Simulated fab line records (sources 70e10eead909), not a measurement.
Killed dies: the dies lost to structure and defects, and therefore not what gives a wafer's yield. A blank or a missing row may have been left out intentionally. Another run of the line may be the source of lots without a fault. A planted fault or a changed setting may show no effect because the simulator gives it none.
Which tool was responsible? :: flow nandHarc :: 7 lots with 21 wafers sampled at 2 steps, on a route of 1302 steps

== WHAT EACH GAUGE READ, for each wafer ==
NHARC_A_BONDPAD_CD_MEAS_13.
lot: L524
measured: day 23 20:42
on: cdSem-01
cdNm (nm): 504.2 499.5 502.1

lot: L526
measured: day 24 13:47
on: cdSem-03
cdNm (nm): 500.1 498.2 498.7

lot: L529
measured: day 26 07:22
on: cdSem-01
cdNm (nm): 499.2 502.0 499.3

lot: L531
measured: day 27 12:16
on: cdSem-01
cdNm (nm): 505.0 497.0 500.8

lot: L532
measured: day 27 21:39
on: cdSem-01
cdNm (nm): 507.9 500.3 501.6

lot: L542
measured: day 31 21:07
on: cdSem-03
cdNm (nm): 504.9 502.1 504.1

lot: L543
measured: day 32 00:11
on: cdSem-03
cdNm (nm): 499.2 500.7 497.8

== WHICH TOOL RAN EACH LOT (tool, then ch and the chambers of the sampled wafers, then the start) ==
lot: L524
NHARC_A_M1_DEGAS_29: pvdSputter-03, day 23 16:40

lot: L526
NHARC_A_M1_DEGAS_29: pvdSputter-03, day 24 09:44

lot: L529
NHARC_A_M1_DEGAS_29: pvdSputter-03, day 26 03:28

lot: L531
NHARC_A_M1_DEGAS_29: pvdSputter-01, day 27 07:56

lot: L532
NHARC_A_M1_DEGAS_29: pvdSputter-03, day 27 17:38

lot: L542
NHARC_A_M1_DEGAS_29: pvdSputter-01, day 31 16:27

lot: L543
NHARC_A_M1_DEGAS_29: pvdSputter-03, day 31 20:08
- NHARC_A_M1_DEGAS_29: time 60 s.

== THE ANSWER, worked out from the rows above alone ==
Rule: what is usual is taken from the lots themselves. The widest of any qualifying gaps counts: lots, ordered by their means at a reading, are off when they make up no more than a third of the lots, leave a main group of 4 or more, and stand apart from it by 3 or more times the standard deviation of that group's means. A main group is skipped when, at the precision printed for the reading in the tables above, its means are all equal. A lot without any number at a reading at which 4 lots or more have one is off too. Any other lot the step has rows for is counted as sound.
Nothing can be told from this: no lot is off at any reading shown.

== WHAT THE SIMULATOR HAD INSERTED ==
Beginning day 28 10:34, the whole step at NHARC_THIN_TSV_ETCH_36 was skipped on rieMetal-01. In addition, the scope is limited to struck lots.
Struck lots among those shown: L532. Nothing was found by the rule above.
